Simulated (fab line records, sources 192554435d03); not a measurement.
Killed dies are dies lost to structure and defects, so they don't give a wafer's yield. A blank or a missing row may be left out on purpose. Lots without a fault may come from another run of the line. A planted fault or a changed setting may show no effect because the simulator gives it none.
fab line records | flow n5_finfet
record lots=7 wafers=39
route steps=1938 shown FIN_SAQP@96 HKMG_FIN@457 MOL_CONTACT_COAG@616 BEOL_M1@800
start_h: hours from the record's first day to the start of the lot's first wafer shown | wait_h: hours since the lot's step before | " the same as in the row above | L1.1+2: a row that stands for several wafers | - no value, or no start given | * or withheld: withheld | < > ~ a bound
route shown NAME@n: a module of which the file shows steps, and the number in the route of the first | usual: mean/standard deviation of fault-free wafers | same: alike in all rows | chamber/n: place in a boat | sites: the reading at each site | _std_site: their standard deviation | _edge_site: outer sites' mean less inner sites' | radius_mm: how far each site lies from the wafer's centre | mask NAME#n: copy n | behind: the tool/chamber that last shaped the wafer | hold: why the lot was held/for how many hours/how that ended | device: the transistor (n, p or np) that didn't switch | end of line: the same wafers' tests at the end of the route | a step without rows: its recipe alone | killed: dies lost to structure and defects at the first sort, not the wafer's yield | map: a wafer's dies, x killed, . not, _ none there
set.NAME: the setting as run; set.NAME@STEP: as run at that earlier step | model.NAME: the simulator's own value behind a step, which no gauge read
lots whose settings were changed on purpose; a table a step, a row a wafer
## steps
# step N5_FIN_SAQP_HM_DEP_03
# recipe material=SiNx target_thk_a=380 temp_c=400 precursor=SiH4/NH3/N2 pressure_torr=1.5 rf_w=300 time_s=33.6
# columns lot.wafer tool chamber start_h wait_h set.time_s model.SiNx_of_FIN_SAQP_HM_DEP_03.thk_nm
L074.1 pecvd-02 2 21.66 0.2 14.43 16.27
L074.2 " 0 " " 14.43 16.08
L074.3 " 1 " " 33.6 37.36
L074.4 " 0 " " 33.6 38.02
L074.5 " 1 " " 14.43 16.9
L074.6 " 2 " " 33.6 38.19
L075.1 pecvd-02 0 27.27 0.2 33.6 37.74
L075.2 " 1 " " 33.6 37.86
L075.3 " 0 " " 41.73 47.42
L075.4 " 1 " " 41.73 47.54
L075.5 " 1 " " 41.73 47.91
L075.6 " 0 " " 33.6 38.06
L081.1 pecvd-01 2 63.60 0.2 33.6 37.59
L081.2 " 0 " " 33.6 37.94
L081.3 " 1 " " 20.03 22.59
L081.4 " 0 " " 33.6 38.59
L081.5 " 1 " " 20.03 22.64
L081.6 " 2 " " 20.03 22.76
L086.1 pecvd-01 1 95.69 0.2 33.6 37.92
L086.4 " 2 " " 33.6 38.38
L086.5 " 1 " " 33.6 38.6
L087.1 pecvd-03 0 100.25 0.2 51.23 57.77
L087.2 " 1 " " 33.6 37.83
L087.3 " 0 " " 51.23 58.53
L087.4 " 1 " " 33.6 38.14
L087.5 " 0 " " 33.6 38.66
L087.6 " 1 " " 51.23 58.12
L088.1 pecvd-03 1 104.87 0.2 51.9 58.13
L088.2 " 0 " " 33.6 38.12
L088.3 " 1 " " 51.9 59.16
L088.4 " 0 " " 33.6 38.68
L088.5 " 1 " " 33.6 38.38
L088.6 " 0 " " 51.9 59.19
L090.1 pecvd-03 2 119.82 0.2 33.6 38.16
L090.2 " 1 " " 33.6 38.43
L090.3 " 0 " " 33.6 39.08
L090.4 " 1 " " 33.6 39.13
L090.5 " 0 " " 33.6 38.81
L090.6 " 2 " " 33.6 38.96
# step N5_FIN_SAQP_THK_MEAS_05
# usual thk_nm=38.1/0.47
# columns lot.wafer tool chamber start_h wait_h set.time_s@FIN_SAQP_HM_DEP_03 thk_nm
L074.1 film_metro-02 - 21.75 0.1 14.43 16.3
L074.2 " - " " 14.43 16.1
L074.3 " - " " 33.6 37.4
L074.4 " - " " 33.6 38.0
L074.5 " - " " 14.43 16.9
L074.6 " - " " 33.6 38.3
L075.1 film_metro-01 - 27.38 0.1 33.6 37.8
L075.2 " - " " 33.6 37.8
L075.3 " - " " 41.73 47.4
L075.4 " - " " 41.73 47.5
L075.5 " - " " 41.73 47.9
L075.6 " - " " 33.6 38.0
L081.1 film_metro-01 - 63.69 0.1 33.6 37.6
L081.2 " - " " 33.6 38.0
L081.3 " - " " 20.03 22.6
L081.4 " - " " 33.6 38.6
L081.5 " - " " 20.03 22.6
L081.6 " - " " 20.03 22.7
L086.1 film_metro-01 - 95.78 0.1 33.6 38.0
L086.4 " - " " 33.6 38.4
L086.5 " - " " 33.6 38.7
L087.1 film_metro-01 - 100.36 0.1 51.23 57.8
L087.2 " - " " 33.6 37.8
L087.3 " - " " 51.23 58.6
L087.4 " - " " 33.6 38.2
L087.5 " - " " 33.6 38.7
L087.6 " - " " 51.23 58.1
L088.1 film_metro-01 - 104.98 0.1 51.9 58.1
L088.2 " - " " 33.6 38.2
L088.3 " - " " 51.9 59.1
L088.4 " - " " 33.6 38.7
L088.5 " - " " 33.6 38.4
L088.6 " - " " 51.9 59.2
L090.1 film_metro-01 - 119.91 0.1 33.6 38.2
L090.2 " - " " 33.6 38.4
L090.3 " - " " 33.6 39.1
L090.4 " - " " 33.6 39.1
L090.5 " - " " 33.6 38.8
L090.6 " - " " 33.6 39.0
# step N5_FIN_SAQP_PECVD_47
# recipe material=a-Si target_thk_a=450 temp_c=400 precursor=SiH4/He pressure_torr=3 rf_w=100 time_s=36.3
# step N5_FIN_SAQP_PECVD_48
# recipe material=SiNx target_thk_a=250 temp_c=400 precursor=SiH4/NH3/N2 pressure_torr=1.5 rf_w=300 time_s=22.1
# step N5_FIN_SAQP_MANDREL2_REMOVE_60
# recipe chemistry=HBr/Cl2/O2 bt_time_s=10 target=a-Si stop_on=SiNx endpoint=OES-SiCl over_etch_frac=1 icp_w=600 bias_w=22 HBr_flow_sccm=150 Cl2_flow_sccm=80 O2_flow_sccm=5 pressure_mtorr=10
# step N5_FIN_SAQP_HM_OPEN_33
# recipe chemistry=CH3F/O2 target=SiNx mask_material=SiO2 target_depth_a=494 time_s=70.6 pressure_mtorr=30 source_w=395 bias_w=73 Ar_flow_sccm=150 CH3F_flow_sccm=30 O2_flow_sccm=20 ion_energy_ev=120 ends=cleared
# usual etch_rf_on_time_s=69.2/1.1
# columns lot.wafer tool chamber start_h wait_h set.time_s@FIN_SAQP_HM_DEP_03 etch_rf_on_time_s model.etch.depth_nm model.FIN_SAQP.cd_nm
L074.1 rie_diel-04 0 26.57 0.0 14.43 28.7 15.63 8.6
L074.2 " 1 " " 14.43 28.5 15.36 8.4
L074.3 " 3 " " 33.6 68.4 36.74 8
L074.4 " 2 " " 33.6 68.3 37.4 8
L074.5 " 2 " " 14.43 29.7 16.28 8.4
L074.6 " 1 " " 33.6 69.5 37.56 8
L075.1 rie_diel-02 3 32.73 0.1 33.6 68.2 37.11 8
L075.2 " 0 " " 33.6 68.3 37.14 8
L075.3 " 2 " " 41.73 85.6 46.79 8
L075.4 " 1 " " 41.73 87.0 46.89 8
L075.5 " 2 " " 41.73 86.7 47.27 8
L075.6 " 1 " " 33.6 68.9 37.43 8.2
L081.1 rie_diel-02 3 68.07 0.0 33.6 68.6 36.96 8.2
L081.2 " 1 " " 33.6 68.8 37.31 8.2
L081.3 " 0 " " 20.03 40.6 21.96 8.2
L081.4 " 2 " " 33.6 69.5 37.97 8.2
L081.5 " 1 " " 20.03 40.6 22.01 8.6
L081.6 " 0 " " 20.03 40.7 22.13 8.4
L086.1 rie_diel-05 1 101.51 0.0 33.6 68.4 37.29 8.2
L086.4 " 3 " " 33.6 70.7 37.75 8.2
L086.5 " 3 " " 33.6 70.2 37.97 8.2
L087.1 rie_diel-05 1 104.72 0.0 51.23 105.4 57.14 8
L087.2 " 3 " " 33.6 68.6 37.19 8.2
L087.3 " 2 " " 51.23 106.4 57.9 7.8
L087.4 " 0 " " 33.6 68.5 37.41 8.2
L087.5 " 1 " " 33.6 69.0 38.02 8.2
L087.6 " 0 " " 51.23 105.9 57.39 7.8
L088.1 rie_diel-02 0 109.77 0.1 51.9 106.5 57.5 7.8
L088.2 " 2 " " 33.6 70.1 37.49 8.2
L088.3 " 3 " " 51.9 109.7 58.53 7.8
L088.4 " 1 " " 33.6 70.9 38.04 8.2
L088.5 " 1 " " 33.6 69.3 37.75 8.2
L088.6 " 0 " " 51.9 109.0 58.55 7.8
L090.1 rie_diel-05 3 127.59 0.0 33.6 69.4 37.51 8.2
L090.2 " 1 " " 33.6 70.0 37.8 8.2
L090.3 " 0 " " 33.6 71.0 38.46 8
L090.4 " 2 " " 33.6 71.1 38.41 8
L090.5 " 0 " " 33.6 70.7 38.09 8
L090.6 " 3 " " 33.6 70.7 38.34 8
# step N5_HKMG_FIN_ALD_72
# recipe material=W target_thk_a=20 temp_c=300 pressure_torr=7.5 ald_precursor_family=WF6 ald_co_reactant=B2H6 pulse_time_s=1 purge_time_s=2 co_reactant_purge_time_s=2 co_reactant_pulse_time_s=3 ald_cycles=7
# columns lot.wafer tool chamber start_h wait_h set.ald_cycles model.W_of_HKMG_FIN_ALD_72.thk_nm
L074.1+2+3+4+5+6 cvd_w-02 1,0,0,1,0,1 79.35 0.2 7 2
L075.1+3+5 cvd_w-02 0 86.83 0.2 10 2.8
L075.2 " 1 " " 7 2
L075.4+6 " 1 " " 7 1.8
L081.1+6 cvd_w-01 0 119.90 0.2 7 2
L081.2 " 1 " " 7 1.8
L081.3+4+5 " 0,1,1 " " 5 1.4
L086.1 cvd_w-01 1 168.20 0.2 7 2.2
L086.4+5 " 1,0 " " 7 2
L087.1+5 cvd_w-02 1 169.90 0.2 11 3
L087.2+3 " 0,1 " " 7 2
L087.4 " 0 " " 11 3.2
L087.6 " 0 " " 7 1.8
L088.1+2+3+4+5+6 cvd_w-01 0,1,1,0,1,0 174.73 0.2 7 2
L090.1+2+3+4 cvd_w-01 0,1,1,0 181.65 0.2 7 2
L090.5+6 " 1,0 " " 7 2.2
# step N5_MOL_CONTACT_COAG_ETCH_124
# recipe chemistry=CH3F/O2 target=SiNx target_depth_a=65 mask_material=SOC stop_on=SiOC over_etch_frac=0.3 ion_energy_ev=120 pressure_mtorr=30 source_w=395 bias_w=73 Ar_flow_sccm=150 CH3F_flow_sccm=30 O2_flow_sccm=20 ends=end_point
# columns lot.wafer tool chamber start_h wait_h set.target_depth_a model.etch.depth_nm model.SOC_of_MOL_CONTACT_COAG_COAT_62.thk_nm
L074.1 rie_diel-02 1 102.06 0.0 65 5.035 48.4
L074.2 " 2 " " 45.7 4.569 49.2
L074.3 " 3 " " 45.7 4.559 49.6
L074.4 " 0 " " 65 5.004 48.4
L074.5 " 2 " " 45.7 4.601 49.2
L074.6 " 1 " " 65 5.005 48.4
L075.1 rie_diel-05 1 109.68 0.0 45.34 4.546 49.2
L075.2 " 0 " " 65 5.001 48.4
L075.3 " 2 " " 45.34 4.501 49.2
L075.4 " 3 " " 45.34 4.545 49.4
L075.5 " 2 " " 65 5.034 48.4
L075.6 " 3 " " 65 5.024 48.6
L081.1 rie_diel-05 0 153.32 0.0 82.61 4.99 47.2
L081.2 " 3 " " 82.61 4.991 47.2
L081.3 " 2 " " 65 5.006 48.4
L081.4 " 1 " " 65 5.013 48
L081.5 " 0 " " 82.61 4.992 47.2
L081.6 " 1 " " 65 4.98 48.2
L086.1 rie_diel-02 2 189.29 0.0 65 5.021 48.2
L086.4 " 3 " " 65 4.972 48.4
L086.5 " 3 " " 65 5.02 48.2
L087.1 rie_diel-05 0 191.94 0.0 65 5.032 48.4
L087.2 " 2 " " 86.55 4.987 47.2
L087.3 " 3 " " 86.55 5.004 47.4
L087.4 " 1 " " 65 5.037 48
L087.5 " 3 " " 86.55 4.983 47
L087.6 " 0 " " 65 5.001 48.2
L088.1 rie_diel-02 1 194.06 0.0 65 5.007 48.2
L088.2 " 2 " " 44.9 4.501 49.4
L088.3 " 0 " " 65 4.992 48.2
L088.4 " 3 " " 44.9 4.463 49.4
L088.5 " 1 " " 65 5.015 48
L088.6 " 0 " " 44.9 4.534 49
L090.1 rie_diel-02 1 205.37 0.0 28.97 2.903 50.4
L090.2 " 2 " " 28.97 2.884 50.6
L090.3 " 0 " " 65 5.02 48.6
L090.4 " 3 " " 65 5.012 48.8
L090.5 " 3 " " 65 5.001 48.8
L090.6 " 0 " " 28.97 2.944 50.4
# step N5_MOL_CONTACT_COAG_ETCH_48
# recipe chemistry=C4F6/O2 target_depth_a=150 overetch_a=45 mask_material=SOC target=SiOC bias_w=465 pressure_mtorr=10 time_s=17 source_w=335 Ar_flow_sccm=300 C4F6_flow_sccm=10 O2_flow_sccm=10 ion_energy_ev=576
# columns lot.wafer tool chamber start_h wait_h set.target_depth_a@MOL_CONTACT_COAG_ETCH_124 model.SOC_of_MOL_CONTACT_COAG_COAT_62.thk_nm
L074.1+4+6 rie_diel-02 1,0,1 102.10 0.0 65 45.8
L074.2+5 " 2 " " 45.7 46.6
L074.3 " 3 " " 45.7 47
L075.1+3 rie_diel-05 1,2 109.72 0.0 45.34 46.6
L075.2 " 0 " " 65 45.6
L075.4 " 3 " " 45.34 46.8
L075.5 " 2 " " 65 45.8
L075.6 " 3 " " 65 46
L081.1+2+5 rie_diel-05 0,3,0 153.36 0.0 82.61 44.6
L081.3 " 2 " " 65 45.8
L081.4+6 " 1 " " 65 45.4
L086.1 rie_diel-02 2 189.33 0.0 65 45.4
L086.4 " 3 " " 65 45.8
L086.5 " 3 " " 65 45.6
L087.1 rie_diel-05 0 191.98 0.0 65 45.8
L087.2+3 " 2,3 " " 86.55 44.6
L087.4 " 1 " " 65 45.2
L087.5 " 3 " " 86.55 44.4
L087.6 " 0 " " 65 45.4
L088.1+3 rie_diel-02 1,0 194.10 0.0 65 45.6
L088.2+4 " 2,3 " " 44.9 46.8
L088.5 " 1 " " 65 45.4
L088.6 " 0 " " 44.9 46.4
L090.1+2+6 rie_diel-02 1,2,0 205.41 0.0 28.97 47.8
L090.3 " 0 " " 65 46
L090.4+5 " 3 " " 65 46.2
# step N5_BEOL_M1_TRENCH_ETCH_37
# recipe chemistry=C4F6/O2 target_depth_a=552.07 target=SiOC time_s=29 ion_energy_ev=250 pressure_mtorr=30 source_w=355 bias_w=185 Ar_flow_sccm=300 C4F6_flow_sccm=10 O2_flow_sccm=10
# columns lot.wafer tool chamber start_h wait_h set.target_depth_a model.BEOL_M1.feature_depth_nm model.etch.depth_nm model.TiN_of_BEOL_M1_HM_DEP_02.thk_nm
L074.1 rie_diel-03 2 - - 552.07 55.2 55.1 18
L074.2 " 0 " " 240.2 23.8 23.76 19.4
L074.3 " 1 " " 552.07 55.2 55.23 18.2
L074.4 " 3 " " 240.2 24.2 24.22 19.4
L074.5 " 1 " " 552.07 56 55.95 18
L074.6 " 2 " " 240.2 23.8 23.84 19.4
L075.1 rie_diel-06 3 - - 828.1 83 83.05 16.6
L075.2 " 0 " " 552.07 55.4 55.32 18
L075.3 " 1 " " 552.07 54 53.98 18
L075.4 " 2 " " 552.07 55.6 55.6 18
L075.5 " 1 " " 828.1 81.2 81.13 16.8
L075.6 " 2 " " 828.1 82.2 82.23 16.8
L081.1 rie_diel-01 3 - - 774.2 78.6 78.62 16.8
L081.2 " 2 " " 552.07 56.6 56.51 17.8
L081.3 " 1 " " 774.2 77.4 77.47 16.8
L081.4 " 0 " " 552.07 54.6 54.56 17.8
L081.5 " 1 " " 774.2 77.2 77.11 16.8
L081.6 " 2 " " 552.07 56.2 56.15 17.8
L086.1 rie_diel-01 3 - - 552.07 56 56.08 17.8
L086.4 " 2 " " 552.07 56.4 56.36 17.8
L086.5 " 2 " " 552.07 56.2 56.26 17.8
L087.1 rie_diel-03 2 - - 552.07 55.2 55.18 17.8
L087.2 " 0 " " 552.07 55 55 17.8
L087.3 " 3 " " 552.07 55.8 55.81 17.8
L087.4 " 1 " " 552.07 56 56.02 18
L087.5 " 0 " " 552.07 55.2 55.12 17.8
L087.6 " 3 " " 552.07 55.6 55.66 18
L088.1 rie_diel-01 2 - - 552.07 56.2 56.26 17.2
L088.2 " 3 " " 552.07 56.2 56.25 17
L088.3 " 1 " " 552.07 54.8 54.71 17.2
L088.4 " 0 " " 864.5 86 85.92 16
L088.5 " 3 " " 864.5 88 87.94 16
L088.6 " 0 " " 864.5 85.6 85.63 16
L090.1 rie_diel-01 3 - - 279.5 28 28.02 18.4
L090.2 " 2 " " 552.07 56.2 56.27 17.4
L090.3 " 0 " " 552.07 54.6 54.7 17.4
L090.4 " 1 " " 279.5 27.6 27.55 18.6
L090.5 " 1 " " 279.5 27.4 27.44 18.6
L090.6 " 2 " " 552.07 56.4 56.41 17.4
# step N5_BEOL_M1_ETCH_41
# recipe chemistry=CH3F/O2 target=SiCN target_depth_a=319 taper_deg=2 time_s=57.8 ion_energy_ev=120 mask_material=TiN pressure_mtorr=30 source_w=395 bias_w=75 Ar_flow_sccm=150 CH3F_flow_sccm=30 O2_flow_sccm=20
# step N5_BEOL_M1_STRIP_97
# recipe chemistry=N2/H2 time_s=10 power_w=450 temp_c=40 pressure_mtorr=20 rf_frequency_hz=6e+07 bias_power_w=7 n2_flow_sccm=200 h2_flow_sccm=200
# step N5_BEOL_M1_OCD_MEAS_38
# usual trench_depth_nm=55.1/0.79
# columns lot.wafer tool chamber start_h wait_h set.target_depth_a@BEOL_M1_TRENCH_ETCH_37 trench_depth_nm
L074.1 ocd-02 - 134.59 - 552.07 55.0
L074.2 " - " " 240.2 23.6
L074.3 " - " " 552.07 55.2
L074.4 " - " " 240.2 24.0
L074.5 " - " " 552.07 56.1
L074.6 " - " " 240.2 23.8
L075.1 ocd-01 - 165.50 - 828.1 82.6
L075.2 " - " " 552.07 55.2
L075.3 " - " " 552.07 54.5
L075.4 " - " " 552.07 55.7
L075.5 " - " " 828.1 81.1
L075.6 " - " " 828.1 81.9
L081.1 ocd-02 - 184.39 - 774.2 78.7
L081.2 " - " " 552.07 56.5
L081.3 " - " " 774.2 77.3
L081.4 " - " " 552.07 54.8
L081.5 " - " " 774.2 77.0
L081.6 " - " " 552.07 56.4
L086.1 ocd-02 - 214.39 - 552.07 56.2
L086.4 " - " " 552.07 56.3
L086.5 " - " " 552.07 55.8
L087.1 ocd-02 - 216.40 - 552.07 55.4
L087.2 " - " " 552.07 55.1
L087.3 " - " " 552.07 55.9
L087.4 " - " " 552.07 56.0
L087.5 " - " " 552.07 54.7
L087.6 " - " " 552.07 55.0
L088.1 ocd-01 - 224.70 - 552.07 56.3
L088.2 " - " " 552.07 56.1
L088.3 " - " " 552.07 54.9
L088.4 " - " " 864.5 85.8
L088.5 " - " " 864.5 87.8
L088.6 " - " " 864.5 85.6
L090.1 ocd-02 - 233.93 - 279.5 27.9
L090.2 " - " " 552.07 56.6
L090.3 " - " " 552.07 54.8
L090.4 " - " " 279.5 27.2
L090.5 " - " " 279.5 26.9
L090.6 " - " " 552.07 56.2
## key
split step=N5_FIN_SAQP_HM_DEP_03 setting=time_s stated=33.6 by=wafer
response step=N5_FIN_SAQP_HM_DEP_03 reading=model.SiNx_of_FIN_SAQP_HM_DEP_03.thk_nm change=+0.379 per=1% r=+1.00
response step=N5_FIN_SAQP_THK_MEAS_05 reading=thk_nm change=* per=1% r=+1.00
response step=N5_FIN_SAQP_HM_OPEN_33 reading=etch_rf_on_time_s change=* per=1% r=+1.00
response step=N5_FIN_SAQP_HM_OPEN_33 reading=model.etch.depth_nm change=+0.379 per=1% r=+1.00
response step=N5_FIN_SAQP_HM_OPEN_33 reading=model.FIN_SAQP.cd_nm change=-0.00675 per=1% r=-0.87
split step=N5_HKMG_FIN_ALD_72 setting=ald_cycles stated=7 by=wafer
response step=N5_HKMG_FIN_ALD_72 reading=model.W_of_HKMG_FIN_ALD_72.thk_nm change=+0.0203 per=1% r=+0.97
split step=N5_MOL_CONTACT_COAG_ETCH_124 setting=target_depth_a stated=65 by=wafer
response step=N5_MOL_CONTACT_COAG_ETCH_124 reading=model.etch.depth_nm shape=bent at_lowest=2.91 at_stated=5.011 at_highest=4.991
response step=N5_MOL_CONTACT_COAG_ETCH_124 reading=model.SOC_of_MOL_CONTACT_COAG_COAT_62.thk_nm change=-0.0318 per=1% r=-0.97
response step=N5_MOL_CONTACT_COAG_ETCH_48 reading=model.SOC_of_MOL_CONTACT_COAG_COAT_62.thk_nm change=-0.031 per=1% r=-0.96
split step=N5_BEOL_M1_TRENCH_ETCH_37 setting=target_depth_a stated=552.07 by=wafer
response step=N5_BEOL_M1_TRENCH_ETCH_37 reading=model.BEOL_M1.feature_depth_nm change=+0.552 per=1% r=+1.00
response step=N5_BEOL_M1_TRENCH_ETCH_37 reading=model.etch.depth_nm change=+0.552 per=1% r=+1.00
response step=N5_BEOL_M1_TRENCH_ETCH_37 reading=model.TiN_of_BEOL_M1_HM_DEP_02.thk_nm change=-0.0231 per=1% r=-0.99
response step=N5_BEOL_M1_OCD_MEAS_38 reading=trench_depth_nm change=+0.552 per=1% r=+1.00
